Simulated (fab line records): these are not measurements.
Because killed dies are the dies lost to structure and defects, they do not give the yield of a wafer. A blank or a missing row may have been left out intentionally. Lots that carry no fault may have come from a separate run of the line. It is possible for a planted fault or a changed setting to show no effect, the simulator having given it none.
fab line records	flow nandHarc
[record] lots = 10	wafers = 30	lastDay = 34
route steps=1302 shown P_CONTACT@237 P_M0@260 END@1302
lots that met no fault: from a run of the same line without faults
startH: start of the lot's first displayed wafer, in hours after the record's first day	waitH: time in hours since the lot's previous step	" repeats the value in the row above	L1.1+2: several wafers, shown together as one row	- value missing, or start not given	* or withheld: withheld	< > ~ a bound
route shown NAME@n: names a module that has steps shown in the file, with the first one's number in the route	usual: the fault-free wafers' mean and standard deviation	same: alike in all rows	chamber/n: place in a boat	sites: readings site by site	_std_site: standard deviation of those values	_edge_site: inner sites' mean taken away from outer sites' mean	radiusMm: how far each site lies from the wafer's centre	mask NAME#n: copy n	behind: the tool/chamber that last shaped the wafer	hold: why the lot was held/for how many hours/how that ended	device: the n, p or np transistor that did not switch	end of line: tests run on the same wafers once the route is complete	a step with no rows: only its recipe	killed: dies that structure and defects cost at the first sort, which is not the same as the wafer's yield	map: per-die view of a wafer (x killed, . not killed, _ where there is no die)
set.NAME: the run value of the setting; set.NAME@STEP: its run value at that earlier step	model.NAME: the simulator's own value behind a step, which no gauge read
route steps across a sampled set of lots; one table per step, one row per wafer
services: when a tool's chamber went out of use (startH, in hours from the record's first day, below 0 if earlier), for how many hours, and the reason
[[steps]]
[step NHARC_P_CONTACT_ETCH_36]
[recipe] targetDepthA = 2600	overEtchFrac = 0.25	timeS = 406.25	ionEnergyEv = 200	n2FlowSccm = 150	h2FlowSccm = 150	arFlowSccm = 0	rfW = 400	biasW = 150	chemistry = N2/H2
[usual] drypumpMotorCurrentA = 5.4/0.45	oesProductAu = 1.001/0.0073	rfVppV = 429.9/2.6	showerheadPlenumPTorr = 2.02/0.09	throttleValvePct = 14.171/0.0094
lot.wafer	tool	chamber	startH	waitH	drypumpMotorCurrentA	oesProductAu	rfHoursCounterH	rfVppV	showerheadPlenumPTorr	throttleValvePct
L833.3	rieDiel-09	2	-	-	5.5	0.999	8.5	427.0	1.89	14.162
L833.1	"	3	"	"	5.0	1.004	7.8	429.5	2.05	14.165
L833.4	"	0	"	"	5.1	1.003	8.0	428.3	1.99	14.174
L836.1	rieDiel-05	1	-	-	5.9	0.994	2.4	428.2	1.94	14.164
L836.2	"	2	"	"	6.5	0.992	2.2	432.6	2.14	14.166
L836.6	"	3	"	"	5.2	0.989	-	428.7	1.99	14.182
L837.1	rieDiel-09	3	-	-	5.0	1.001	2.2	429.7	2.05	14.148
L837.4	"	1	"	"	5.2	1.017	2.0	432.4	2.12	14.174
L837.6	"	0	"	"	5.1	1.000	-	429.5	1.99	14.173
L838.2	rieDiel-05	1	-	-	6.0	1.002	3.0	427.1	1.94	14.174
L838.4	"	2	"	"	6.5	1.000	-	432.3	2.14	14.170
L838.6	"	0	"	"	5.3	1.003	-	427.1	1.91	14.190
L842.1	rieDiel-07	3	-	-	6.0	1.000	2.4	433.4	2.15	14.178
L842.2	"	1	"	"	6.4	1.003	2.4	429.0	1.96	14.181
L842.5	"	2	"	"	5.1	0.999	-	429.1	1.99	14.180
L843.1	rieDiel-07	0	-	-	5.5	1.002	2.7	434.4	2.16	14.181
L843.4	"	1	"	"	6.4	1.003	2.8	428.3	1.96	14.165
L843.5	"	0	"	"	5.5	1.009	-	435.0	2.16	14.184
L845.2	rieDiel-09	0	-	-	5.1	0.995	5.7	427.6	1.99	14.154
L845.4	"	2	"	"	5.5	1.006	6.5	427.2	1.89	14.160
L845.6	"	1	"	"	5.2	1.002	-	432.5	2.12	14.164
L850.3	rieDiel-07	1	-	-	6.4	0.997	0.2	427.8	1.96	14.155
L850.1	"	3	"	"	5.9	1.004	0.2	433.1	2.15	14.178
L850.4	"	0	"	"	5.5	1.000	0.2	434.9	2.16	14.170
L852.2	rieDiel-09	1	-	-	5.2	1.007	0.1	432.2	2.11	14.174
L852.3	"	2	"	"	5.5	0.997	0.1	426.3	1.89	14.160
L852.1	"	0	"	"	5.1	1.004	0.1	429.3	1.99	14.163
L854.4	rieDiel-09	0	-	-	5.1	1.001	1.4	428.9	1.99	14.170
L854.6	"	3	"	"	5.0	0.985	-	430.5	2.04	14.162
L854.5	"	0	"	"	5.1	1.004	-	428.9	1.99	14.171
[step NHARC_P_CONTACT_CD_MEAS_19]
[usual] cdNm = 90.1/1.2
lot.wafer	tool	chamber	startH	waitH	cdNm
L833.1	cdSem-01	-	135.72	-	88.5
L833.3	"	-	"	"	88.4
L833.4	"	-	"	"	88.3
L836.1	cdSem-03	-	167.78	-	88.7
L836.2	"	-	"	"	88.1
L836.6	"	-	"	"	90.3
L837.1	cdSem-01	-	183.25	-	88.2
L837.4	"	-	"	"	89.9
L837.6	"	-	"	"	89.8
L838.2	cdSem-02	-	192.12	-	90.0
L838.4	"	-	"	"	90.1
L838.6	"	-	"	"	92.0
L842.1	cdSem-01	-	231.11	-	87.6
L842.2	"	-	"	"	89.7
L842.5	"	-	"	"	89.0
L843.1	cdSem-02	-	241.71	-	91.5
L843.4	"	-	"	"	92.8
L843.5	"	-	"	"	91.5
L845.2	cdSem-02	-	262.40	-	87.9
L845.4	"	-	"	"	89.7
L845.6	"	-	"	"	89.6
L850.1	cdSem-03	-	315.43	-	89.6
L850.3	"	-	"	"	90.1
L850.4	"	-	"	"	89.0
L852.1	cdSem-02	-	331.08	-	90.1
L852.2	"	-	"	"	91.6
L852.3	"	-	"	"	90.3
L854.4	cdSem-02	-	350.82	-	89.2
L854.5	"	-	"	"	88.2
L854.6	"	-	"	"	87.9
[step NHARC_P_CONTACT_STRIP_28]
[recipe] o2FlowSccm = 500	arFlowSccm = 0	biasW = 0	chemistry = O2
[usual] drypumpMotorCurrentA = 5.6/0.5	o2FlowSccm = 499.9/1.3	oesProductAu = 1.001/0.0064	rfVppV = 57.8/0.81	showerheadPlenumPTorr = 3.52/0.15	throttleValvePct = 17.037/0.0098
lot.wafer	tool	chamber	startH	waitH	drypumpMotorCurrentA	o2FlowSccm	oesProductAu	rfHoursCounterH	rfVppV	showerheadPlenumPTorr	throttleValvePct
L833.4	rieDiel-05	1	135.81	0.1	5.9	499.0	0.992	1.6	56.0	3.37	17.034
L833.3	"	2	"	"	6.6	501.1	0.999	1.5	58.3	3.68	17.024
L833.1	"	3	"	"	5.2	502.1	0.995	1.8	57.7	3.45	17.036
L836.1	rieDiel-09	1	167.85	0.1	5.2	501.7	0.998	1.2	57.3	3.65	17.026
L836.2	"	3	"	"	4.9	499.6	1.019	1.1	58.0	3.54	17.033
L836.6	"	3	"	"	5.0	498.9	1.004	-	57.3	3.54	17.063
L837.1	rieDiel-05	2	183.32	0.1	6.5	498.4	1.004	2.6	58.6	3.68	17.043
L837.4	"	3	"	"	5.3	499.2	1.000	2.8	58.6	3.45	17.062
L837.6	"	2	"	"	6.5	500.6	1.008	-	57.6	3.68	17.040
L838.4	rieDiel-07	3	192.21	0.1	6.0	499.7	1.007	1.4	58.2	3.70	17.033
L838.2	"	1	"	"	6.4	500.0	1.001	1.4	57.4	3.40	17.033
L838.6	"	2	"	"	5.1	500.2	0.988	-	57.2	3.45	17.041
L842.2	rieDiel-07	3	231.19	0.1	6.0	501.1	1.012	2.7	59.3	3.70	17.050
L842.1	"	2	"	"	5.1	501.5	0.994	2.8	58.5	3.45	17.020
L842.5	"	3	"	"	6.0	500.1	1.004	-	58.1	3.70	17.025
L843.1	rieDiel-07	0	241.78	0.1	5.5	497.5	0.993	3.1	57.6	3.72	17.032
L843.4	"	2	"	"	5.2	500.4	1.001	3.2	57.6	3.45	17.032
L843.5	"	0	"	"	5.5	500.6	1.000	-	57.9	3.72	17.049
L845.4	rieDiel-09	1	262.50	0.1	5.2	501.0	1.006	6.1	58.9	3.65	17.043
L845.2	"	2	"	"	5.5	500.7	0.998	6.7	58.1	3.29	17.053
L845.6	"	3	"	"	5.0	501.1	1.003	-	57.7	3.54	17.032
L850.4	rieDiel-07	3	315.50	0.1	6.0	500.4	1.005	0.3	58.5	3.70	17.034
L850.3	"	1	"	"	6.5	501.9	0.996	0.6	58.5	3.40	17.038
L850.1	"	2	"	"	5.1	500.4	0.999	0.6	58.2	3.45	17.031
L852.1	rieDiel-07	3	331.17	0.1	6.0	497.4	0.998	0.8	58.1	3.70	17.036
L852.2	"	0	"	"	5.5	500.4	0.996	1.0	56.9	3.72	17.023
L852.3	"	1	"	"	6.4	501.7	0.995	1.2	57.5	3.40	17.046
L854.4	rieDiel-09	3	350.89	0.1	5.0	499.9	0.999	1.6	56.6	3.54	17.021
L854.5	"	3	"	"	5.0	500.7	1.001	-	57.7	3.54	17.022
L854.6	"	0	"	"	5.1	500.7	1.015	-	57.4	3.44	17.026
[step NHARC_P_M0_EXPOSE_06]
[recipe] na = 1.35	targetCdNm = 90	doseMj = 81.28	maskId = P_M0
[usual] exposureDoseMJCm2 = 81.27/0.076
lot.wafer	tool	chamber	startH	waitH	mask	exposureDoseMJCm2
L833.1	arfiScanner-02	0	138.68	-	P_M0#0	81.25
L833.3	"	0	"	"	P_M0#0	81.20
L833.4	"	0	"	"	P_M0#0	81.22
L836.1	arfiScanner-03	0	170.78	-	P_M0#0	81.30
L836.2	"	0	"	"	P_M0#0	81.42
L836.6	"	0	"	"	P_M0#0	81.42
L837.1	arfiScanner-03	0	186.09	-	P_M0#0	81.18
L837.4	"	0	"	"	P_M0#0	81.30
L837.6	"	0	"	"	P_M0#0	81.27
L838.2	arfiScanner-03	0	194.98	-	P_M0#0	81.35
L838.4	"	0	"	"	P_M0#0	81.22
L838.6	"	0	"	"	P_M0#0	81.26
L842.1	arfiScanner-02	0	234.02	-	P_M0#0	81.28
L842.2	"	0	"	"	P_M0#0	81.18
L842.5	"	0	"	"	P_M0#0	81.17
L843.1	arfiScanner-03	0	244.68	-	P_M0#0	81.26
L843.4	"	0	"	"	P_M0#0	81.36
L843.5	"	0	"	"	P_M0#0	81.28
L845.2	arfiScanner-03	0	265.41	-	P_M0#0	81.26
L845.4	"	0	"	"	P_M0#0	81.21
L845.6	"	0	"	"	P_M0#0	81.27
L850.1	arfiScanner-02	0	318.39	-	P_M0#0	74.33
L850.3	"	0	"	"	P_M0#0	74.44
L850.4	"	0	"	"	P_M0#0	74.41
L852.1	arfiScanner-01	0	334.09	-	P_M0#0	81.16
L852.2	"	0	"	"	P_M0#0	81.21
L852.3	"	0	"	"	P_M0#0	81.36
L854.4	arfiScanner-02	0	353.78	-	P_M0#0	75.83
L854.5	"	0	"	"	P_M0#0	75.84
L854.6	"	0	"	"	P_M0#0	75.85
[step NHARC_P_M0_CD_MEAS_09]
[recipe] targetCdNm = 90	landingEnergyEv = 500
[usual] cdNm = 89.8/0.5
lot.wafer	tool	chamber	startH	waitH	cdNm
L833.1	cdSem-02	0	138.82	-	89.8
L833.3	"	0	"	"	89.4
L833.4	"	0	"	"	89.6
L836.1	cdSem-01	0	170.92	-	89.4
L836.2	"	0	"	"	89.3
L836.6	"	0	"	"	89.7
L837.1	cdSem-03	0	186.23	-	90.3
L837.4	"	0	"	"	89.8
L837.6	"	0	"	"	89.8
L838.2	cdSem-01	0	195.12	-	89.9
L838.4	"	0	"	"	89.8
L838.6	"	0	"	"	89.8
L842.1	cdSem-03	0	234.16	-	89.6
L842.2	"	0	"	"	89.1
L842.5	"	0	"	"	89.3
L843.1	cdSem-01	0	244.82	-	89.4
L843.4	"	0	"	"	89.2
L843.5	"	0	"	"	89.4
L845.2	cdSem-03	0	265.55	-	89.5
L845.4	"	0	"	"	89.5
L845.6	"	0	"	"	89.8
L850.1	cdSem-02	0	318.53	-	84.6
L850.3	"	0	"	"	84.3
L850.4	"	0	"	"	83.5
L852.1	cdSem-02	0	334.23	-	89.3
L852.2	"	0	"	"	90.3
L852.3	"	0	"	"	90.6
L854.4	cdSem-02	0	353.92	-	85.4
L854.5	"	0	"	"	84.7
L854.6	"	0	"	"	85.6
[step NHARC_P_M0_CD_MEAS_16]
[usual] cdNm = 89.8/0.68
lot.wafer	tool	chamber	startH	waitH	cdNm
L833.1	cdSem-03	-	139.30	-	89.0
L833.3	"	-	"	"	89.4
L833.4	"	-	"	"	89.6
L836.1	cdSem-03	-	171.56	-	88.8
L836.2	"	-	"	"	88.6
L836.6	"	-	"	"	89.9
L837.1	cdSem-02	-	186.82	-	90.2
L837.4	"	-	"	"	89.9
L837.6	"	-	"	"	89.8
L838.2	cdSem-03	-	195.61	-	90.2
L838.4	"	-	"	"	90.3
L838.6	"	-	"	"	89.7
L842.1	cdSem-02	-	234.64	-	89.3
L842.2	"	-	"	"	88.9
L842.5	"	-	"	"	89.1
L843.1	cdSem-03	-	245.31	-	89.1
L843.4	"	-	"	"	88.6
L843.5	"	-	"	"	89.3
L845.2	cdSem-02	-	266.08	-	89.2
L845.4	"	-	"	"	89.5
L845.6	"	-	"	"	89.5
L850.1	cdSem-02	-	319.02	-	84.6
L850.3	"	-	"	"	84.0
L850.4	"	-	"	"	83.0
L852.1	cdSem-03	-	334.72	-	90.2
L852.2	"	-	"	"	90.4
L852.3	"	-	"	"	90.7
L854.4	cdSem-03	-	354.40	-	85.5
L854.5	"	-	"	"	84.9
L854.6	"	-	"	"	84.8
[step NHARC_END_SORT_01]
[recipe] tempC = 25
[usual] defectLimitedYield = 91.8/2.3	killedAtArray = 51/16	killedAtOther = 0.6/0.88	killedAtPeriphery = 4.0/2.6	killedDies = 55/16	killedOpen = 3.5/1.9	killedShort = 2.3/1.6	sort_bin_2_pct = 2.9/1.1	sort_bin_3_pct = 0.6/0.41	sort_bin_4_pct = 4.6/1.3	sortNPass = 622/16	sortRimYieldPct = 93/3.2	sortYieldPct = 91.8/2.3
[same] grossDies = 677	sort_bin_5_pct[%] = 0	sort_bin_6_pct[%] = 0	sort_bin_7_pct[%] = 0	sort_bin_8_pct[%] = 0	sortRimNGross = 106.00
lot.wafer	tool	chamber	startH	waitH	defectLimitedYield[%]	killedAtArray	killedAtOther	killedAtPeriphery	killedDies	killedOpen	killedShort	sort_bin_2_pct[%]	sort_bin_3_pct[%]	sort_bin_4_pct[%]	sortNPass	sortRimYieldPct[%]	sortYieldPct[%]
L842.1	prober-02	0	704.45	2.5	91.1	57	0	3	60	3	2	3.0	0.9	5.0	617	96	91.1
L842.2	prober-02	0	705.26	2.8	92.0	50	0	4	54	6	4	2.8	1.0	4.1	623	86	92.0
L842.5	prober-02	0	707.68	3.7	93.9	40	0	1	41	3	1	1.6	0.6	3.8	636	89	93.9
L845.2	prober-01	0	707.32	2.8	92.0	50	0	4	54	3	2	2.8	0.6	4.6	623	94	92.0
L845.4	prober-01	0	708.91	3.4	90.7	60	0	3	63	3	0	4.6	0.7	4.0	614	91	90.7
L845.6	prober-01	0	710.50	4.0	92.3	51	0	1	52	2	5	3.5	0.7	3.4	625	92	92.3
// killed by level:class
L842.1 A_CHANNEL_HOLE_D1:chamberFilmFlake=30 A_CHANNEL_HOLE_D2:chamberFilmFlake=18 P_M2:chamberFilmFlake=2 A_BONDPAD:chamberFilmFlake=2 A_DECK1_JOINT:geometricParticle:short=1 A_ONON_D2:geometricParticle:short=1 A_CONTACT:geometricParticle:open=1 A_BLC:geometricParticle:open=1
L842.2 A_CHANNEL_HOLE_D1:chamberFilmFlake=19 A_CHANNEL_HOLE_D2:chamberFilmFlake=13 A_CONTACT:chamberFilmFlake=4 A_ONON_D1:geometricParticle:open=2 A_WL_FILL:geometricParticle:short=2 P_STI:chamberFilmFlake=2 A_SLIT:chamberFilmFlake=2 A_BONDPAD:chamberFilmFlake=2
L845.2 A_SLIT:chamberFilmFlake=26 A_CHANNEL_HOLE_D2:chamberFilmFlake=9 A_WL_FILL:chamberFilmFlake=5 A_CHANNEL_HOLE_D1:chamberFilmFlake=3 A_CONTACT:chamberFilmFlake=2 P_ZERO_WELL:geometricParticle:open=1 P_CONTACT:geometricParticle:open=1 A_ONON_D2:geometricParticle:short=1
L842.5 A_CHANNEL_HOLE_D1:chamberFilmFlake=19 A_CHANNEL_HOLE_D2:chamberFilmFlake=13 A_STAIRCASE:chamberFilmFlake=2 A_CONTACT:chamberFilmFlake=2 P_M1:geometricParticle:open=1 A_SOURCE_PLATE:geometricParticle:open=1 A_ONON_D2:geometricParticle:short=1 A_WL_FILL:geometricParticle:open=1
L845.4 A_SLIT:chamberFilmFlake=29 A_CHANNEL_HOLE_D1:chamberFilmFlake=9 A_CONTACT:chamberFilmFlake=7 A_CHANNEL_HOLE_D2:chamberFilmFlake=6 A_WL_FILL:chamberFilmFlake=4 P_CONTACT:geometricParticle:open=1 A_CHANNEL_FILL_D1:geometricParticle:open=1 A_CONTACT:geometricParticle:open=1
L845.6 A_SLIT:chamberFilmFlake=27 A_CHANNEL_HOLE_D2:chamberFilmFlake=12 A_DECK1_JOINT:geometricParticle:short=2 A_CHANNEL_HOLE_D1:chamberFilmFlake=2 A_STAIRCASE:chamberFilmFlake=2 A_SOURCE_PLATE:geometricParticle:short=1 A_ONON_D1:geometricParticle:short=1 A_CHANNEL_FILL_D2:geometricParticle:open=1
[[services]]
tool	chamber	startH	hours	kind
rieDiel-07	-	117.20	9.0	pm
arfiScanner-03	-	125.41	0.9	repair
arfiScanner-02	-	139.30	1.1	repair
rieDiel-09	-	143.39	9.0	pm
rieDiel-07	1	163.82	2.1	repair
rieDiel-09	0	165.49	4.0	repair
rieDiel-05	-	175.83	1.0	repair
rieDiel-05	3	189.77	3.1	repair
rieDiel-09	2	189.90	5.2	repair
arfiScanner-03	-	197.47	4.0	pm
rieDiel-05	3	200.62	14.5	repair
rieDiel-05	-	229.61	9.0	pm
rieDiel-07	1	237.22	2.6	repair
arfiScanner-02	-	258.09	0.8	repair
rieDiel-07	3	265.39	16.0	repair
rieDiel-05	2	279.24	23.6	repair
rieDiel-05	0	281.65	2.0	repair
rieDiel-07	-	287.95	1.8	repair
rieDiel-05	3	289.99	7.0	repair
rieDiel-07	-	294.20	9.0	pm
arfiScanner-03	-	300.89	1.3	repair
rieDiel-09	-	320.39	9.0	pm
arfiScanner-03	-	331.53	0.3	repair
rieDiel-07	1	342.98	10.5	repair
[[key]]
[firstSign] step = NHARC_P_M0_EXPOSE_06	reading = exposureDoseMJCm2	direction = down	sigmas = 81	usual = 81.27	struck = 75.12
[effect] step = NHARC_P_M0_CD_MEAS_09	reading = cdNm	direction = down	sigmas = 10	usual = 89.8	struck = 84.7	through = controlLoop
[effect] step = NHARC_P_M0_CD_MEAS_16	reading = cdNm	direction = down	sigmas = 7.9	usual = 89.8	struck = 84.5	through = controlLoop
metAt NHARC_P_M0_EXPOSE_06
struckLots L850,L854
[loopTrim] step = NHARC_P_M0_EXPOSE_06	setting = dose	lots = L854
notActingAt NHARC_P_CONTACT_ETCH_36,NHARC_P_CONTACT_CD_MEAS_19,NHARC_P_CONTACT_STRIP_28
onsetBetween 234.02 318.39
[fault] kind = processParameterDrift	tool = arfiScanner-02	chamber = -	onsetH = 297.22	steps = NHARC_P_M0_EXPOSE_06	channel = doseMj	offset = -6.904	shape = step	actsIn = theseRecipesOnly	stated = 81.28
// loopTrim: a control loop set the setting to another value than it would have without faults
